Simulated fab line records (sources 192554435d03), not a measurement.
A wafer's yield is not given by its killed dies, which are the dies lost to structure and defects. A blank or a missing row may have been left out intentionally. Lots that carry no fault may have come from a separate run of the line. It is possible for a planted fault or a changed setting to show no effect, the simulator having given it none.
Split-lot experiment / flow n5Finfet / 39 wafers read across 7 lots, on a route 1938 steps long

## ON THE SPLIT
At N5_MOL_CONTACT_COAG_ETCHBACK_135 (etches SiO2 in CHF3, target depth 25 nm, time 16.7 s), the setting targetDepthA was moved away from the recipe's 250 angstrom on 15 of the 39 wafers read, by -14.3% to +6.7%. All remaining wafers had this setting at the recipe value.

The reading comes from the split's own step.

## THE READING
SOC_of_MOL_CONTACT_COAG_COAT_75.thkNm (the simulator's own value, which no gauge read), in nm, at N5_MOL_CONTACT_COAG_ETCHBACK_135 (etches SiO2 in CHF3, target depth 25 nm, time 16.7 s). The file does not state a usual value for it. The 24 wafers here that ran the recipe average 57.5 nm, standard deviation 0.11 nm.

wafer=L078.1; tool, chamber at the split=rieDiel-06, 1,1,2; targetDepthA as run, angstrom=250; against the recipe=recipe; SOC_of_MOL_CONTACT_COAG_COAT_75.thkNm, nm=57.6; against lot-mates on the recipe=-
wafer=L078.5; tool, chamber at the split=rieDiel-06, 1,1,2; targetDepthA as run, angstrom=250; against the recipe=recipe; SOC_of_MOL_CONTACT_COAG_COAT_75.thkNm, nm=57.6; against lot-mates on the recipe=-
wafer=L078.6; tool, chamber at the split=rieDiel-06, 1,1,2; targetDepthA as run, angstrom=250; against the recipe=recipe; SOC_of_MOL_CONTACT_COAG_COAT_75.thkNm, nm=57.6; against lot-mates on the recipe=-
wafer=L080.1; tool, chamber at the split=rieDiel-01, 0,3,0; targetDepthA as run, angstrom=250; against the recipe=recipe; SOC_of_MOL_CONTACT_COAG_COAT_75.thkNm, nm=57.6; against lot-mates on the recipe=-
wafer=L080.2; tool, chamber at the split=rieDiel-01, 0,3,0; targetDepthA as run, angstrom=250; against the recipe=recipe; SOC_of_MOL_CONTACT_COAG_COAT_75.thkNm, nm=57.6; against lot-mates on the recipe=-
wafer=L080.5; tool, chamber at the split=rieDiel-01, 0,3,0; targetDepthA as run, angstrom=250; against the recipe=recipe; SOC_of_MOL_CONTACT_COAG_COAT_75.thkNm, nm=57.6; against lot-mates on the recipe=-
wafer=L080.3; tool, chamber at the split=rieDiel-01, 2,1,3; targetDepthA as run, angstrom=266.7; against the recipe=+6.7%; SOC_of_MOL_CONTACT_COAG_COAT_75.thkNm, nm=57.4; against lot-mates on the recipe=-0.2
wafer=L080.4; tool, chamber at the split=rieDiel-01, 2,1,3; targetDepthA as run, angstrom=266.7; against the recipe=+6.7%; SOC_of_MOL_CONTACT_COAG_COAT_75.thkNm, nm=57.4; against lot-mates on the recipe=-0.2
wafer=L080.6; tool, chamber at the split=rieDiel-01, 2,1,3; targetDepthA as run, angstrom=266.7; against the recipe=+6.7%; SOC_of_MOL_CONTACT_COAG_COAT_75.thkNm, nm=57.4; against lot-mates on the recipe=-0.2
wafer=L082.1; tool, chamber at the split=rieDiel-06, 1,3,2; targetDepthA as run, angstrom=250; against the recipe=recipe; SOC_of_MOL_CONTACT_COAG_COAT_75.thkNm, nm=57.4; against lot-mates on the recipe=-
wafer=L082.4; tool, chamber at the split=rieDiel-06, 1,3,2; targetDepthA as run, angstrom=250; against the recipe=recipe; SOC_of_MOL_CONTACT_COAG_COAT_75.thkNm, nm=57.4; against lot-mates on the recipe=-
wafer=L082.6; tool, chamber at the split=rieDiel-06, 1,3,2; targetDepthA as run, angstrom=250; against the recipe=recipe; SOC_of_MOL_CONTACT_COAG_COAT_75.thkNm, nm=57.4; against lot-mates on the recipe=-
wafer=L082.2; tool, chamber at the split=rieDiel-06, 3; targetDepthA as run, angstrom=214.3; against the recipe=-14.3%; SOC_of_MOL_CONTACT_COAG_COAT_75.thkNm, nm=58; against lot-mates on the recipe=+0.6
wafer=L082.3; tool, chamber at the split=rieDiel-06, 2,1; targetDepthA as run, angstrom=214.3; against the recipe=-14.3%; SOC_of_MOL_CONTACT_COAG_COAT_75.thkNm, nm=57.8; against lot-mates on the recipe=+0.4
wafer=L082.5; tool, chamber at the split=rieDiel-06, 2,1; targetDepthA as run, angstrom=214.3; against the recipe=-14.3%; SOC_of_MOL_CONTACT_COAG_COAT_75.thkNm, nm=57.8; against lot-mates on the recipe=+0.4
wafer=L083.1; tool, chamber at the split=rieDiel-01, 3; targetDepthA as run, angstrom=250; against the recipe=recipe; SOC_of_MOL_CONTACT_COAG_COAT_75.thkNm, nm=57.4; against lot-mates on the recipe=-
wafer=L083.2; tool, chamber at the split=rieDiel-01, 0,1; targetDepthA as run, angstrom=250; against the recipe=recipe; SOC_of_MOL_CONTACT_COAG_COAT_75.thkNm, nm=57.6; against lot-mates on the recipe=-
wafer=L083.3; tool, chamber at the split=rieDiel-01, 0,1; targetDepthA as run, angstrom=250; against the recipe=recipe; SOC_of_MOL_CONTACT_COAG_COAT_75.thkNm, nm=57.6; against lot-mates on the recipe=-
wafer=L083.4; tool, chamber at the split=rieDiel-01, 2,1; targetDepthA as run, angstrom=232.6; against the recipe=-7.0%; SOC_of_MOL_CONTACT_COAG_COAT_75.thkNm, nm=57.8; against lot-mates on the recipe=+0.3
wafer=L083.6; tool, chamber at the split=rieDiel-01, 2,1; targetDepthA as run, angstrom=232.6; against the recipe=-7.0%; SOC_of_MOL_CONTACT_COAG_COAT_75.thkNm, nm=57.8; against lot-mates on the recipe=+0.3
wafer=L083.5; tool, chamber at the split=rieDiel-01, 0; targetDepthA as run, angstrom=232.6; against the recipe=-7.0%; SOC_of_MOL_CONTACT_COAG_COAT_75.thkNm, nm=57.6; against lot-mates on the recipe=+0.1
wafer=L084.1; tool, chamber at the split=rieDiel-06, 3,1,2; targetDepthA as run, angstrom=250; against the recipe=recipe; SOC_of_MOL_CONTACT_COAG_COAT_75.thkNm, nm=57.4; against lot-mates on the recipe=-
wafer=L084.3; tool, chamber at the split=rieDiel-06, 3,1,2; targetDepthA as run, angstrom=250; against the recipe=recipe; SOC_of_MOL_CONTACT_COAG_COAT_75.thkNm, nm=57.4; against lot-mates on the recipe=-
wafer=L084.4; tool, chamber at the split=rieDiel-06, 3,1,2; targetDepthA as run, angstrom=250; against the recipe=recipe; SOC_of_MOL_CONTACT_COAG_COAT_75.thkNm, nm=57.4; against lot-mates on the recipe=-
wafer=L084.2; tool, chamber at the split=rieDiel-06, 0,1,0; targetDepthA as run, angstrom=231.3; against the recipe=-7.5%; SOC_of_MOL_CONTACT_COAG_COAT_75.thkNm, nm=57.6; against lot-mates on the recipe=+0.2
wafer=L084.5; tool, chamber at the split=rieDiel-06, 0,1,0; targetDepthA as run, angstrom=231.3; against the recipe=-7.5%; SOC_of_MOL_CONTACT_COAG_COAT_75.thkNm, nm=57.6; against lot-mates on the recipe=+0.2
wafer=L084.6; tool, chamber at the split=rieDiel-06, 0,1,0; targetDepthA as run, angstrom=231.3; against the recipe=-7.5%; SOC_of_MOL_CONTACT_COAG_COAT_75.thkNm, nm=57.6; against lot-mates on the recipe=+0.2
wafer=L089.1; tool, chamber at the split=rieDiel-06, 3,1; targetDepthA as run, angstrom=250; against the recipe=recipe; SOC_of_MOL_CONTACT_COAG_COAT_75.thkNm, nm=57.6; against lot-mates on the recipe=-
wafer=L089.2; tool, chamber at the split=rieDiel-06, 3,1; targetDepthA as run, angstrom=250; against the recipe=recipe; SOC_of_MOL_CONTACT_COAG_COAT_75.thkNm, nm=57.6; against lot-mates on the recipe=-
wafer=L089.3; tool, chamber at the split=rieDiel-06, 0; targetDepthA as run, angstrom=250; against the recipe=recipe; SOC_of_MOL_CONTACT_COAG_COAT_75.thkNm, nm=57.4; against lot-mates on the recipe=-
wafer=L089.4; tool, chamber at the split=rieDiel-06, 2,0,1; targetDepthA as run, angstrom=224.5; against the recipe=-10.2%; SOC_of_MOL_CONTACT_COAG_COAT_75.thkNm, nm=57.8; against lot-mates on the recipe=+0.3
wafer=L089.5; tool, chamber at the split=rieDiel-06, 2,0,1; targetDepthA as run, angstrom=224.5; against the recipe=-10.2%; SOC_of_MOL_CONTACT_COAG_COAT_75.thkNm, nm=57.8; against lot-mates on the recipe=+0.3
wafer=L089.6; tool, chamber at the split=rieDiel-06, 2,0,1; targetDepthA as run, angstrom=224.5; against the recipe=-10.2%; SOC_of_MOL_CONTACT_COAG_COAT_75.thkNm, nm=57.8; against lot-mates on the recipe=+0.3
wafer=L092.1; tool, chamber at the split=rieDiel-01, 2,3,0,1,3; targetDepthA as run, angstrom=250; against the recipe=recipe; SOC_of_MOL_CONTACT_COAG_COAT_75.thkNm, nm=57.6; against lot-mates on the recipe=-
wafer=L092.2; tool, chamber at the split=rieDiel-01, 2,3,0,1,3; targetDepthA as run, angstrom=250; against the recipe=recipe; SOC_of_MOL_CONTACT_COAG_COAT_75.thkNm, nm=57.6; against lot-mates on the recipe=-
wafer=L092.3; tool, chamber at the split=rieDiel-01, 2,3,0,1,3; targetDepthA as run, angstrom=250; against the recipe=recipe; SOC_of_MOL_CONTACT_COAG_COAT_75.thkNm, nm=57.6; against lot-mates on the recipe=-
wafer=L092.4; tool, chamber at the split=rieDiel-01, 2,3,0,1,3; targetDepthA as run, angstrom=250; against the recipe=recipe; SOC_of_MOL_CONTACT_COAG_COAT_75.thkNm, nm=57.6; against lot-mates on the recipe=-
wafer=L092.6; tool, chamber at the split=rieDiel-01, 2,3,0,1,3; targetDepthA as run, angstrom=250; against the recipe=recipe; SOC_of_MOL_CONTACT_COAG_COAT_75.thkNm, nm=57.6; against lot-mates on the recipe=-
wafer=L092.5; tool, chamber at the split=rieDiel-01, 0; targetDepthA as run, angstrom=250; against the recipe=recipe; SOC_of_MOL_CONTACT_COAG_COAT_75.thkNm, nm=57.8; against lot-mates on the recipe=-
Where a row lists several chambers, the file gives one row for several wafers and doesn't say which wafer went through which chamber.

FIT RESULTS
A straight line over all 39 wafers: SOC_of_MOL_CONTACT_COAG_COAT_75.thkNm changes by -0.022 nm for each +1% of targetDepthA; r = -0.77; the points scatter about the line by 0.1 nm.
The same after taking each lot's own level away (the mean of its wafers on the recipe; 39 wafers): -0.03 nm for each +1%; r = -0.93; scatter 0.064 nm.
That fit puts the effect of the largest move of targetDepthA on the reading at 0.43 nm.
Across the lots, their own levels run from 57.40 to 57.63 nm, a range of 2.2 times the standard deviation given above.
So the lot-to-lot level blurs the effect unless lot-mates are compared.
Check: for one of the wafers moved furthest among these (-14.3%), held out of the fit, the line's prediction against its lot-mates is +0.395 nm. It came out at +0.6 nm against them.

## THESE WAFERS: OTHER SPLITS
Note: prior to the reading, these wafers also went through further splits. Each is held against what the fit with the lots' levels taken away leaves over:
other split on the same wafers=N5_HKMG_FIN_ETCH_54 biasW; wafers away from the commonest value=12; r with SOC_of_MOL_CONTACT_COAG_COAT_75.thkNm (lot level and that fit taken away)=-0.06
other split on the same wafers=N5_HKMG_FIN_CVD_62 targetThkA; wafers away from the commonest value=15; r with SOC_of_MOL_CONTACT_COAG_COAT_75.thkNm (lot level and that fit taken away)=+0.12
other split on the same wafers=N5_HKMG_FIN_ETCH_35 sourceW; wafers away from the commonest value=12; r with SOC_of_MOL_CONTACT_COAG_COAT_75.thkNm (lot level and that fit taken away)=-0.05
other split on the same wafers=N5_GATE_CUT_ETCH_58 biasW; wafers away from the commonest value=12; r with SOC_of_MOL_CONTACT_COAG_COAT_75.thkNm (lot level and that fit taken away)=+0.04

## THE FILE'S OWN FIT
SOC_of_MOL_CONTACT_COAG_COAT_75.thkNm changes by -0.0298 nm for each +1% of targetDepthA, r = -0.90.
